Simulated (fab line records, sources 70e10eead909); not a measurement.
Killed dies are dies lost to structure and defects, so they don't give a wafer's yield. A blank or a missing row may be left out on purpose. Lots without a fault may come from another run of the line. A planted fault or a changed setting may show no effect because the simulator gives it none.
Chamber matching | flow nand_harc | NHARC_A_SLIT_ETCH_24 on rie_diel-04: 4 sister chambers
The step etches the open film in CF4/CHF3, target depth 121 nm, time 60.5 s. 20 wafers are shown with their chamber, then 10 later ones without.

WAFERS WITH THEIR CHAMBER
wafer  | chamber | drypump_motor_current_A (A) | rf_vpp_V (V) | throttle_valve_pct (%)
L077.2 | 1       | 5.3                         | 369.1        | 16.807
L077.3 | 3       | 5.2                         | 372.1        | 16.803
L077.5 | 0       | 5.4                         | 376.3        | 16.811
L079.1 | 0       | 5.4                         | 374.6        | 16.814
L079.2 | 1       | 5.2                         | 370.8        | 16.796
L079.4 | 3       | 5.2                         | 371.2        | 16.800
L081.1 | 3       | 5.2                         | 371.2        | 16.797
L081.4 | 2       | 6.4                         | 372.9        | 16.799
L081.6 | 0       | 5.4                         | 373.7        | 16.799
L080.1 | 0       | 5.4                         | 373.5        | 16.800
L080.2 | 2       | 6.5                         | 372.3        | 16.804
L080.5 | 1       | 5.2                         | 370.5        | 16.820
L083.1 | 2       | 6.4                         | 374.9        | 16.805
L083.2 | 1       | 5.2                         | 369.4        | 16.793
L083.5 | 3       | 5.2                         | 371.1        | 16.789
L087.3 | 0       | 5.4                         | 373.3        | 16.817
L087.5 | 0       | 5.4                         | 373.0        | 16.811
L087.6 | 3       | 5.2                         | 370.6        | 16.789
L089.1 | 0       | 5.4                         | 372.2        | 16.815
L089.2 | 3       | 5.1                         | 373.4        | 16.795

SIGNATURES (means of the wafers above)
reading                 | chamber 0 | chamber 1 | chamber 2 | chamber 3 | scatter within a chamber
drypump_motor_current_A | 5.400     | 5.225     | 6.433     | 5.183     | 0.0375
rf_vpp_V                | 373.800   | 369.950   | 373.367   | 371.600   | 1.15
throttle_valve_pct      | 16.80957  | 16.80400  | 16.80267  | 16.79550  | 0.00769
Rule: a wafer's distance from a chamber is the root of the sum, over the readings, of the square of ((its reading less the chamber's mean) divided by the reading's scatter). The wafer belongs to the nearest chamber; if the next one is less than 2 further off, it can't be placed. The scatter: the root of (the sum of the squares of (reading less its chamber's mean) over the shown wafers, divided by (wafers less chambers)).

WAFERS WITHOUT THEIR CHAMBER
wafer  | drypump_motor_current_A (A) | rf_vpp_V (V) | throttle_valve_pct (%)
L089.5 | 5.2                         | 368.9        | 16.817
L092.1 | 5.3                         | 370.5        | 16.816
L092.2 | 6.4                         | 373.0        | 16.801
L092.4 | 5.4                         | 374.2        | 16.804
L096.2 | 5.2                         | 372.4        | 16.788
L096.4 | 6.5                         | 373.3        | 16.789
L096.6 | 5.2                         | 369.3        | 16.807
L097.1 | 6.4                         | 373.6        | 16.801
L097.3 | 5.4                         | 373.8        | 16.795
L097.5 | 5.4                         | 374.4        | 16.798

WHICH CHAMBER EACH WENT THROUGH
wafer  | from the rows above          | in truth
L089.5 | can't be placed: 1 or 3      | 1
L092.1 | can't be placed: 1 or 0 or 3 | 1
L092.2 | 2                            | 2
L092.4 | 0                            | 0
L096.2 | can't be placed: 3 or 1      | 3
L096.4 | 2                            | 2
L096.6 | can't be placed: 1 or 3      | 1
L097.1 | 2                            | 2
L097.3 | 0                            | 0
L097.5 | 0                            | 0
Placed correctly: 6 of 10. Can't be placed from these rows: 4 (the true chamber is among the candidates in 4). Placed wrongly: 0.
